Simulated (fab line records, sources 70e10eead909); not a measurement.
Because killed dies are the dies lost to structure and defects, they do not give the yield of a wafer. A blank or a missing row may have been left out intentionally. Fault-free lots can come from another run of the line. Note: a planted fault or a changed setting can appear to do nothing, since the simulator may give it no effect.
Tool commonality check :: flow nand_harc :: 36 wafers sampled across 12 lots

== THE REASON FOR OPENING IT ==
At NHARC_A_ONON_D1_THK_MEAS_02 the reading thk_nm is flagged on 2 of 12 lots. No-fault wafers: 1000 nm, standard deviation 12.
Rule: a lot is flagged in two cases, either no wafer of it has a number, or all its wafers with numbers fall more than 4 standard deviations from that mean. The other lots count as sound.

lot: L327
measured: day 8 00:57
on: film_metro-01
thk_nm (nm), wafer by wafer: 1008 1007 1006
flag: 

lot: L328
measured: day 8 04:34
on: film_metro-01
thk_nm (nm), wafer by wafer: 989 989 989
flag: 

lot: L329
measured: day 8 10:27
on: film_metro-02
thk_nm (nm), wafer by wafer: 1000 1000 1001
flag: 

lot: L330
measured: day 9 05:18
on: film_metro-01
thk_nm (nm), wafer by wafer: 990 988 990
flag: 

lot: L331
measured: day 9 11:23
on: film_metro-01
thk_nm (nm), wafer by wafer: 1018 1020 1018
flag: 

lot: L332
measured: day 9 15:30
on: film_metro-02
thk_nm (nm), wafer by wafer: 1004 1001 1002
flag: 

lot: L334
measured: day 10 12:29
on: film_metro-02
thk_nm (nm), wafer by wafer: 1013 1013 1013
flag: 

lot: L335
measured: day 11 00:38
on: film_metro-02
thk_nm (nm), wafer by wafer: 982 983 984
flag: 

lot: L336
measured: day 11 09:54
on: film_metro-01
thk_nm (nm), wafer by wafer: 1016 1017 1016
flag: 

lot: L347
measured: day 16 02:09
on: film_metro-02
thk_nm (nm), wafer by wafer: 1471 1468 1470
flag: FLAGGED

lot: L348
measured: day 16 11:04
on: film_metro-01
thk_nm (nm), wafer by wafer: 1470 1470 1470
flag: FLAGGED

lot: L350
measured: day 17 07:59
on: film_metro-01
thk_nm (nm), wafer by wafer: 1008 1007 1007
flag: 
On average the flagged lots' numbers are 1470 nm, which is +470 nm against the usual, or +39 standard deviations.

== WHICH TOOL EACH LOT WENT THROUGH ==
The record holds 3 process steps before the reading, out of a route of 1302 steps. Every cell lists first the tool, next ch and the chambers used by the sampled wafers, and last the start.
lot: L327
flag: 
NHARC_A_ZERO_WELL_ETCH_13: rie_si-02 ch 1,2,3, day 7 01:32
NHARC_A_ZERO_WELL_RTA_16: rtp_anneal-01 ch 0, day 7 02:26
NHARC_A_ONON_D1_DEP_00: pecvd_onon-03 ch 0, day 8 00:26

lot: L328
flag: 
NHARC_A_ZERO_WELL_ETCH_13: rie_si-02 ch 0,2,3, day 7 07:16
NHARC_A_ZERO_WELL_RTA_16: rtp_anneal-01 ch 0, day 7 08:19
NHARC_A_ONON_D1_DEP_00: pecvd_onon-01 ch 0, day 8 04:07

lot: L329
flag: 
NHARC_A_ZERO_WELL_ETCH_13: rie_si-05 ch 0,1,3, day 7 12:04
NHARC_A_ZERO_WELL_RTA_16: rtp_anneal-01 ch 0, day 7 13:11
NHARC_A_ONON_D1_DEP_00: pecvd_onon-03 ch 0, day 8 09:56

lot: L330
flag: 
NHARC_A_ZERO_WELL_ETCH_13: rie_si-02 ch 0,1,3, day 8 06:00
NHARC_A_ZERO_WELL_RTA_16: rtp_anneal-02 ch 0, day 8 07:05
NHARC_A_ONON_D1_DEP_00: pecvd_onon-01 ch 0, day 9 04:51

lot: L331
flag: 
NHARC_A_ZERO_WELL_ETCH_13: rie_si-04 ch 1,2, day 8 13:17
NHARC_A_ZERO_WELL_RTA_16: rtp_anneal-01 ch 0, day 8 14:12
NHARC_A_ONON_D1_DEP_00: pecvd_onon-03 ch 0, day 9 10:56

lot: L332
flag: 
NHARC_A_ZERO_WELL_ETCH_13: rie_si-04 ch 0,1,2, day 8 18:08
NHARC_A_ZERO_WELL_RTA_16: rtp_anneal-01 ch 0, day 8 19:01
NHARC_A_ONON_D1_DEP_00: pecvd_onon-03 ch 0, day 9 14:59

lot: L334
flag: 
NHARC_A_ZERO_WELL_ETCH_13: rie_si-04 ch 2,3, day 9 11:34
NHARC_A_ZERO_WELL_RTA_16: rtp_anneal-02 ch 0, day 9 12:30
NHARC_A_ONON_D1_DEP_00: pecvd_onon-01 ch 0, day 10 11:58

lot: L335
flag: 
NHARC_A_ZERO_WELL_ETCH_13: rie_si-02 ch 0,2,3, day 9 21:26
NHARC_A_ZERO_WELL_RTA_16: rtp_anneal-01 ch 0, day 9 22:20
NHARC_A_ONON_D1_DEP_00: pecvd_onon-02 ch 0, day 11 00:07

lot: L336
flag: 
NHARC_A_ZERO_WELL_ETCH_13: rie_si-05 ch 0,1,3, day 10 11:56
NHARC_A_ZERO_WELL_RTA_16: rtp_anneal-02 ch 0, day 10 12:57
NHARC_A_ONON_D1_DEP_00: pecvd_onon-03 ch 0, day 11 09:23

lot: L347
flag: FLAGGED
NHARC_A_ZERO_WELL_ETCH_13: rie_si-05 ch 1,2, day 15 02:49
NHARC_A_ZERO_WELL_RTA_16: rtp_anneal-01 ch 0, day 15 03:44
NHARC_A_ONON_D1_DEP_00: pecvd_onon-03 ch 0, day 16 01:38

lot: L348
flag: FLAGGED
NHARC_A_ZERO_WELL_ETCH_13: rie_si-05 ch 1,2, day 15 13:58
NHARC_A_ZERO_WELL_RTA_16: rtp_anneal-01 ch 0, day 15 14:52
NHARC_A_ONON_D1_DEP_00: pecvd_onon-03 ch 0, day 16 10:33

lot: L350
flag: 
NHARC_A_ZERO_WELL_ETCH_13: rie_si-05 ch 2,3, day 16 10:03
NHARC_A_ZERO_WELL_RTA_16: rtp_anneal-01 ch 0, day 16 10:58
NHARC_A_ONON_D1_DEP_00: pecvd_onon-02 ch 0, day 17 07:32
What is done by these steps:
- NHARC_A_ZERO_WELL_ETCH_13: etches the open film in HBr/Cl2, target depth 120 nm, time 40.1 s.
- NHARC_A_ZERO_WELL_RTA_16: time 10 s.
- NHARC_A_ONON_D1_DEP_00: target thk 1000 nm.
- NHARC_A_ONON_D1_THK_MEAS_02: measures by ellipsometry.

== FLAGGED OVER TOTAL, TOOL BY TOOL (the gauges that took the reading come last) ==
step: NHARC_A_ZERO_WELL_ETCH_13
tool: rie_si-02
lots run: 4
flagged: 0
share of the flagged lots: none
sound lots run after its first flagged lot: -

step: NHARC_A_ZERO_WELL_ETCH_13
tool: rie_si-04
lots run: 3
flagged: 0
share of the flagged lots: none
sound lots run after its first flagged lot: -

step: NHARC_A_ZERO_WELL_ETCH_13
tool: rie_si-05
lots run: 5
flagged: 2
share of the flagged lots: all
sound lots run after its first flagged lot: 1 (L350)

step: NHARC_A_ZERO_WELL_RTA_16
tool: rtp_anneal-01
lots run: 9
flagged: 2
share of the flagged lots: all
sound lots run after its first flagged lot: 1 (L350)

step: NHARC_A_ZERO_WELL_RTA_16
tool: rtp_anneal-02
lots run: 3
flagged: 0
share of the flagged lots: none
sound lots run after its first flagged lot: -

step: NHARC_A_ONON_D1_DEP_00
tool: pecvd_onon-01
lots run: 3
flagged: 0
share of the flagged lots: none
sound lots run after its first flagged lot: -

step: NHARC_A_ONON_D1_DEP_00
tool: pecvd_onon-02
lots run: 2
flagged: 0
share of the flagged lots: none
sound lots run after its first flagged lot: -

step: NHARC_A_ONON_D1_DEP_00
tool: pecvd_onon-03
lots run: 7
flagged: 2
share of the flagged lots: all
sound lots run after its first flagged lot: 0

step: NHARC_A_ONON_D1_THK_MEAS_02
tool: film_metro-01
lots run: 7
flagged: 1
share of the flagged lots: some
sound lots run after its first flagged lot: 1 (L350)

step: NHARC_A_ONON_D1_THK_MEAS_02
tool: film_metro-02
lots run: 5
flagged: 1
share of the flagged lots: some
sound lots run after its first flagged lot: 0

== WHAT THE TABLE PERMITS ==
rie_si-05 at NHARC_A_ZERO_WELL_ETCH_13, rtp_anneal-01 at NHARC_A_ZERO_WELL_RTA_16 and pecvd_onon-03 at NHARC_A_ONON_D1_DEP_00: these 3 rows of the table ran every flagged lot.
- rie_si-05 at NHARC_A_ZERO_WELL_ETCH_13: 2 of its 5 lots flagged. Lots that were sound ran on it after the first flagged one (L350); a persistent fault on the entire tool would not allow that.
- rtp_anneal-01 at NHARC_A_ZERO_WELL_RTA_16: 2 of its 9 lots flagged. Lots that were sound ran on it after the first flagged one (L350); a persistent fault on the entire tool would not allow that.
- pecvd_onon-03 at NHARC_A_ONON_D1_DEP_00: 2 of its 7 lots flagged. Last sound lot L336 at day 11 09:23, first flagged lot L347 at day 16 01:38; a fault beginning in between fits.
pecvd_onon-03 at NHARC_A_ONON_D1_DEP_00 is the single tool remaining.

== WHAT THE SIMULATOR HAD INSERTED ==
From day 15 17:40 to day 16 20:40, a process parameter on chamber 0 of pecvd_onon-03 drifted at NHARC_A_ONON_D1_DEP_00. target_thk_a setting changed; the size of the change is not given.
Lots struck among those shown: L347, L348. This agrees with what the rule above found.
